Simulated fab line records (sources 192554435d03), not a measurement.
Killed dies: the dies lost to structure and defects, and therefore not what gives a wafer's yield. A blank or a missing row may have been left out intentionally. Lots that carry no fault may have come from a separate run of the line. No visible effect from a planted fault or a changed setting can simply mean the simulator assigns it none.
Split-lot study / flow n5Finfet / 7 lots, 21 wafers read, on a route of 1938 steps

## THE SPLIT
At N5_BEOL_M2_TRENCH_ETCH_37 (etches SiOC in C4F6/O2, target depth 55.555 nm, time 29.2 s), the setting timeS was moved away from the recipe's 29.2 s on 5 of the 21 wafers read, by -11.3% to +15.6%. This setting was run at the recipe's value on the other wafers.

## FROM THE SPLIT TO THE READING: what the file shows between them, 13 steps
- N5_BEOL_M2_ETCH_41: etches SiCN in CH3F/O2, target depth 29.9 nm, time 52.5 s
- N5_BEOL_M2_STRIP_97: strips in N2/H2, time 10 s
- N5_BEOL_M2_OCD_MEAS_38
- N5_BEOL_M2_HM_STRIP_39: strips TiN in peroxide tin strip, target depth 25 nm, time 158 s
- N5_BEOL_M2_SRD_40: time 30 s
- N5_BEOL_M2_ECD_50: material Cu, target thk 300 nm
- N5_BEOL_M2_ANNEAL_51: time 90 s
- N5_BEOL_M2_CMP_52: polishes, stops on SiOC, t overpolish 6.8 s, target thk 40 nm
- N5_BEOL_M2_THK_MEAS_53: measures by xrf
- N5_BEOL_M2_PRE_CLEAN_60: time 15 s
- N5_BEOL_M2_CO_CAP_55: material Co, precursor CCTBA/H2, target thk 2 nm, time 102.1 s
- N5_BEOL_M2_PRE_CLEAN_56: time 15 s
- N5_BEOL_M2_DEP_57: deposits SiCN from 3MS/NH3, target thk 8 nm, time 14 s

## THE READING
M2_RS, in ohm/sq, at N5_BEOL_M2_RS_MEAS_58 (measures by four-point-probe). On this fab line, fault-free wafers typically give 0.659 ohm/sq with a standard deviation of 0.03 ohm/sq.

wafer=L076.1; tool, chamber at the split=rieDiel-04, 1; timeS as run, s=29.2; against the recipe=recipe; M2_RS, ohm/sq=0.658; against lot-mates on the recipe=-
wafer=L076.2; tool, chamber at the split=rieDiel-04, 0; timeS as run, s=29.2; against the recipe=recipe; M2_RS, ohm/sq=0.628; against lot-mates on the recipe=-
wafer=L076.4; tool, chamber at the split=rieDiel-04, 3; timeS as run, s=29.2; against the recipe=recipe; M2_RS, ohm/sq=0.649; against lot-mates on the recipe=-
wafer=L082.1; tool, chamber at the split=rieDiel-05, 3; timeS as run, s=29.2; against the recipe=recipe; M2_RS, ohm/sq=0.657; against lot-mates on the recipe=-
wafer=L082.2; tool, chamber at the split=rieDiel-05, 2; timeS as run, s=29.2; against the recipe=recipe; M2_RS, ohm/sq=0.648; against lot-mates on the recipe=-
wafer=L082.6; tool, chamber at the split=rieDiel-05, 2; timeS as run, s=29.2; against the recipe=recipe; M2_RS, ohm/sq=0.643; against lot-mates on the recipe=-
wafer=L089.2; tool, chamber at the split=rieDiel-05, 1; timeS as run, s=29.2; against the recipe=recipe; M2_RS, ohm/sq=0.656; against lot-mates on the recipe=-
wafer=L089.3; tool, chamber at the split=rieDiel-05, 2; timeS as run, s=29.2; against the recipe=recipe; M2_RS, ohm/sq=0.643; against lot-mates on the recipe=-
wafer=L089.6; tool, chamber at the split=rieDiel-05, 1; timeS as run, s=29.2; against the recipe=recipe; M2_RS, ohm/sq=0.637; against lot-mates on the recipe=-
wafer=L094.1; tool, chamber at the split=rieDiel-04, 0; timeS as run, s=25.89; against the recipe=-11.3%; M2_RS, ohm/sq=0.847; against lot-mates on the recipe=+0.153
wafer=L094.5; tool, chamber at the split=rieDiel-04, 1; timeS as run, s=25.89; against the recipe=-11.3%; M2_RS, ohm/sq=0.842; against lot-mates on the recipe=+0.148
wafer=L094.6; tool, chamber at the split=rieDiel-04, 0; timeS as run, s=29.2; against the recipe=recipe; M2_RS, ohm/sq=0.694; against lot-mates on the recipe=-
wafer=L093.4; tool, chamber at the split=rieDiel-04, 1; timeS as run, s=33.27; against the recipe=+13.9%; M2_RS, ohm/sq=0.478; against lot-mates on the recipe=-0.173
wafer=L093.5; tool, chamber at the split=rieDiel-04, 1; timeS as run, s=29.2; against the recipe=recipe; M2_RS, ohm/sq=0.632; against lot-mates on the recipe=-
wafer=L093.6; tool, chamber at the split=rieDiel-04, 0; timeS as run, s=29.2; against the recipe=recipe; M2_RS, ohm/sq=0.670; against lot-mates on the recipe=-
wafer=L092.1; tool, chamber at the split=rieDiel-05, 2; timeS as run, s=33.75; against the recipe=+15.6%; M2_RS, ohm/sq=0.507; against lot-mates on the recipe=-0.089
wafer=L092.4; tool, chamber at the split=rieDiel-05, 0; timeS as run, s=33.75; against the recipe=+15.6%; M2_RS, ohm/sq=0.539; against lot-mates on the recipe=-0.057
wafer=L092.5; tool, chamber at the split=rieDiel-05, 3; timeS as run, s=29.2; against the recipe=recipe; M2_RS, ohm/sq=0.596; against lot-mates on the recipe=-
wafer=L096.1; tool, chamber at the split=rieDiel-06, 1; timeS as run, s=29.2; against the recipe=recipe; M2_RS, ohm/sq=0.634; against lot-mates on the recipe=-
wafer=L096.2; tool, chamber at the split=rieDiel-06, 3; timeS as run, s=29.2; against the recipe=recipe; M2_RS, ohm/sq=0.699; against lot-mates on the recipe=-
wafer=L096.6; tool, chamber at the split=rieDiel-06, 1; timeS as run, s=29.2; against the recipe=recipe; M2_RS, ohm/sq=0.690; against lot-mates on the recipe=-

THE FIT
A straight line over all 21 wafers: M2_RS changes by -0.0118 ohm/sq for each +1% of timeS; r = -0.92; the points scatter about the line by 0.034 ohm/sq.
The same after taking each lot's own level away (the mean of its wafers on the recipe; 21 wafers): -0.00885 ohm/sq for each +1%; r = -0.89; scatter 0.032 ohm/sq.
Per that fit: largest timeS move, reading shift of 0.14 ohm/sq.
The span of the lots' own levels, 0.5960 to 0.6940 ohm/sq, comes to 3.3 times the standard deviation stated above.
So the slope is not independent of the lot-to-lot level: the two fits are not the same.
Check: -0.145 ohm/sq against its lot-mates is what the line predicts for one of the wafers moved furthest among these (+15.6%) when that wafer is left out of the fit. Against them it came out at -0.089 ohm/sq.

## THE WHOLE CHAIN: every reading that the file lists as answering this split, in the file's order
step=N5_BEOL_M2_TRENCH_ETCH_37; what it does=etches SiOC in C4F6/O2, target depth 55.555 nm, time 29.2 s; reading=etch.depthNm (the simulator's own value, which no gauge read); change (the file's fit)=+0.507 nm for each +1% of the setting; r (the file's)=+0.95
step=N5_BEOL_M2_TRENCH_ETCH_37; what it does=etches SiOC in C4F6/O2, target depth 55.555 nm, time 29.2 s; reading=BEOL_M2.featureDepthNm (the simulator's own value, which no gauge read); change (the file's fit)=+0.504 nm for each +1% of the setting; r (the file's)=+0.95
step=N5_BEOL_M2_OCD_MEAS_38; what it does=; reading=trenchDepthNm; change (the file's fit)=+0.505 nm for each +1% of the setting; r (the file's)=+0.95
step=N5_BEOL_M2_CMP_52; what it does=polishes, stops on SiOC, t overpolish 6.8 s, target thk 40 nm; reading=Cu_of_BEOL_M2_ECD_50.thkNm (the simulator's own value, which no gauge read); change (the file's fit)=+0.516 nm for each +1% of the setting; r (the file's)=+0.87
step=N5_BEOL_M2_THK_MEAS_53; what it does=measures by xrf; reading=M2_THK; change (the file's fit)=+0.519 for each +1% of the setting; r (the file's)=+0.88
step=N5_BEOL_M2_RS_MEAS_58; what it does=measures by four-point-probe; reading=M2_RS; change (the file's fit)=-0.00927 for each +1% of the setting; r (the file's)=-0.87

## THE FILE'S OWN FIT
M2_RS changes by -0.00927 ohm/sq for each +1% of timeS, r = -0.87.
